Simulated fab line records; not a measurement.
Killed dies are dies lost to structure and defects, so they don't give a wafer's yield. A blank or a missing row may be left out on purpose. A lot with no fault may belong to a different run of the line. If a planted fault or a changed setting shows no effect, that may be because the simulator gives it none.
Lot-split experiment + flow n5Finfet + on a route of 1938 steps: 7 lots, 21 wafers read

== THE SPLIT ==
At N5_SDB_EXPOSE_08 (exposes mask SDB), the setting doseMj was moved away from the recipe's 49.6 on 8 of the 21 wafers read, by -6.6% to +4.7%. This setting was run at the recipe's value on the other wafers.

== FROM THE SPLIT TO THE READING: what the file shows between them, 2 steps ==
- N5_SDB_PEB_09: peb time 60 s
- N5_SDB_DEVELOP_10: develop time 30 s

== THE READING ==
cdNm, in nm, at N5_SDB_CD_MEAS_11 (target cd 50 nm). On this fab line, fault-free wafers typically give 49.7 nm with a standard deviation of 1.1 nm.

| wafer  | tool, chamber at the split | doseMj as run | against the recipe | cdNm, nm | against lot-mates on the recipe |
|--------|----------------------------|---------------|--------------------|----------|---------------------------------|
| L074.1 | arfiScanner-03, 0          | 49.6          | recipe             | 49.0     | -                               |
| L074.3 | arfiScanner-03, 0          | 49.6          | recipe             | 49.3     | -                               |
| L074.6 | arfiScanner-03, 0          | 49.6          | recipe             | 47.7     | -                               |
| L080.1 | arfiScanner-03, 0          | 49.6          | recipe             | 47.7     | -                               |
| L080.2 | arfiScanner-03, 0          | 49.6          | recipe             | 49.6     | -                               |
| L080.6 | arfiScanner-03, 0          | 49.6          | recipe             | 48.5     | -                               |
| L087.2 | arfiScanner-03, 0          | 49.6          | recipe             | 48.4     | -                               |
| L087.4 | arfiScanner-03, 0          | 47.99         | -3.2%              | 46.9     | -1.5                            |
| L087.5 | arfiScanner-03, 0          | 47.99         | -3.2%              | 48.0     | -0.4                            |
| L088.2 | arfiScanner-03, 0          | 49.6          | recipe             | 46.7     | -                               |
| L088.5 | arfiScanner-03, 0          | 46.31         | -6.6%              | 39.7     | -7.8                            |
| L088.6 | arfiScanner-03, 0          | 49.6          | recipe             | 48.3     | -                               |
| L090.1 | arfiScanner-01, 0          | 49.6          | recipe             | 50.6     | -                               |
| L090.3 | arfiScanner-01, 0          | 49.6          | recipe             | 49.9     | -                               |
| L090.6 | arfiScanner-01, 0          | 49.6          | recipe             | 51.5     | -                               |
| L093.1 | arfiScanner-03, 0          | 48.01         | -3.2%              | 48.2     | no lot-mate on the recipe       |
| L093.4 | arfiScanner-03, 0          | 48.01         | -3.2%              | 47.4     | no lot-mate on the recipe       |
| L093.6 | arfiScanner-03, 0          | 48.01         | -3.2%              | 46.5     | no lot-mate on the recipe       |
| L095.3 | arfiScanner-03, 0          | 51.91         | +4.7%              | 56.1     | +6.7                            |
| L095.4 | arfiScanner-03, 0          | 49.6          | recipe             | 49.4     | -                               |
| L095.6 | arfiScanner-03, 0          | 51.91         | +4.7%              | 54.9     | +5.5                            |

FIT RESULTS
A straight line over all 21 wafers: cdNm changes by +1.11 nm for each +1% of doseMj; r = +0.88; the points scatter about the line by 1.5 nm.
The same after taking each lot's own level away (the mean of its wafers on the recipe; 18 wafers): +1.07 nm for each +1%; r = +0.93; scatter 1.1 nm.
On that fit, the largest move of doseMj shifts the reading by 7.1 nm.
Measured against the standard deviation above, the lots' own levels, which go from 47.50 to 50.67 nm, span 2.9 times it.
Hence the lot-to-lot level has little effect on the slope; both slopes agree.
Check: with one of the wafers moved furthest among these (-6.6%) left out of the fit, the line predicts -5.91 nm for it against its lot-mates. Against them it came out at -7.8 nm.

== THE OTHER SPLITS THESE WAFERS WENT THROUGH ==
Note: prior to the reading, these wafers also went through further splits. Each is held against what the fit with the lots' levels taken away leaves over:
| other split on the same wafers    | wafers away from the commonest value | r with cdNm (lot level and that fit taken away) |
|-----------------------------------|--------------------------------------|-------------------------------------------------|
| N5_SD_EPI_N_EPI_21 epiGrowthTimeS | 7                                    | +0.24                                           |

== THE FILE'S OWN FIT ==
cdNm changes by +1.1 nm for each +1% of doseMj, r = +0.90.
